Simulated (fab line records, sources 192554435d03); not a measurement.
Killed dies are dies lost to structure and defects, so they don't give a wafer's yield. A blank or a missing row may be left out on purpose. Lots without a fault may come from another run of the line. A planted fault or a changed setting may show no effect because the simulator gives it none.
Chamber matching | flow n5_finfet | N5_BEOL_M9_CURE_71 on uv_cure-02: 3 sister chambers
The step cures SiCOH lowk, time 240 s. 6 wafers are shown with their chamber, then 7 later ones without.

WAFERS WITH THEIR CHAMBER
wafer  | chamber | wafer_temp_C_max | lamp_power_pct (%)
L077.5 | 2       | 386.8            | 52.36
L077.6 | 2       | 388.0            | 52.27
L081.3 | 0       | 387.2            | 52.27
L081.5 | 0       | 386.3            | 52.25
L082.1 | 1       | 385.8            | 52.32
L082.2 | 1       | 386.1            | 52.28

WAFERS WITHOUT THEIR CHAMBER
wafer  | wafer_temp_C_max | lamp_power_pct (%)
L082.5 | 386.0            | 52.35
L082.3 | 386.3            | 52.42
L082.4 | 385.9            | 52.23
L082.6 | 386.2            | 52.35
L091.3 | 386.7            | 52.31
L091.5 | 387.0            | 52.31
L091.6 | 387.1            | 52.18

WHICH CHAMBER EACH WENT THROUGH
wafer  | from the rows above          | in truth
L082.5 | can't be placed: 1 or 2 or 0 | 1
L082.3 | can't be placed: 1 or 2 or 0 | 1
L082.4 | can't be placed: 0 or 1 or 2 | 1
L082.6 | can't be placed: 1 or 2 or 0 | 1
L091.3 | can't be placed: 2 or 0 or 1 | 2
L091.5 | can't be placed: 2 or 0 or 1 | 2
L091.6 | can't be placed: 0 or 2 or 1 | 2
Placed correctly: 0 of 7. Can't be placed from these rows: 7 (the true chamber is among the candidates in 7). Placed wrongly: 0.
How it was worked out, from the rows above alone: a wafer's distance from a chamber is the root of the sum, over the readings, of the square of ((its reading less the chamber's mean) divided by the reading's scatter). The wafer belongs to the nearest chamber; if the next one is less than 2 further off, it can't be placed. A chamber's mean is the mean of its shown wafers. The scatter: the root of (the sum of the squares of (reading less its chamber's mean) over the shown wafers, divided by (wafers less chambers)).
